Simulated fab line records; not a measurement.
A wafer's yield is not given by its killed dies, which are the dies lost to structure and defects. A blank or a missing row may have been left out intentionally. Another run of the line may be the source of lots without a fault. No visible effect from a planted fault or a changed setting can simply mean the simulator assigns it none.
Chamber matching ; flow n5 finfet ; N5_BEOL_M11_DEP_56 on pecvd-02 has 3 sister chambers
The step deposits SiCN from 3MS/NH3, target thk 30 nm, time 10.5 s. 6 wafers are shown with their chamber, then 8 later ones without.

== WAFERS WITH THEIR CHAMBER ==
wafer;chamber;throttle valve pct (%);showerhead plenum p Torr (Torr)
L078.6;1;17.7;4.153
L080.4;2;17.3;4.127
L085.1;1;17.7;4.180
L085.2;2;17.4;4.146
L085.3;0;18.6;4.158
L085.4;0;18.6;4.148

== WAFERS MISSING THEIR CHAMBER ==
wafer;throttle valve pct (%);showerhead plenum p Torr (Torr)
L085.5;17.5;4.168
L085.6;17.6;4.149
L084.4;17.4;4.137
L084.5;18.6;4.140
L084.6;17.6;4.150
L090.1;18.5;4.159
L090.2;17.3;4.143
L090.4;18.8;4.146

== WHICH CHAMBER EACH WENT THROUGH ==
wafer;from the rows above;in truth
L085.5;can't be placed: 2 or 1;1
L085.6;1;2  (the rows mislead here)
L084.4;2;2
L084.5;0;0
L084.6;1;1
L090.1;0;0
L090.2;2;2
L090.4;0;0
Placed correctly: 6 of 8. Unplaceable from these rows: 1, with the true chamber sitting among the candidates in 1. Placed wrongly: 1.
How it was worked out, from the rows above alone: a wafer's distance from a chamber is the root of the sum, over the readings, of the square of ((its reading less the chamber's mean) divided by the reading's scatter). If the next closest chamber is less than 2 further off than the closest, the wafer can't be placed; otherwise it belongs to the closest. A chamber's mean is the mean of its shown wafers. The scatter: the root of (the sum of the squares of (reading less its chamber's mean) over the shown wafers, divided by (wafers less chambers)).
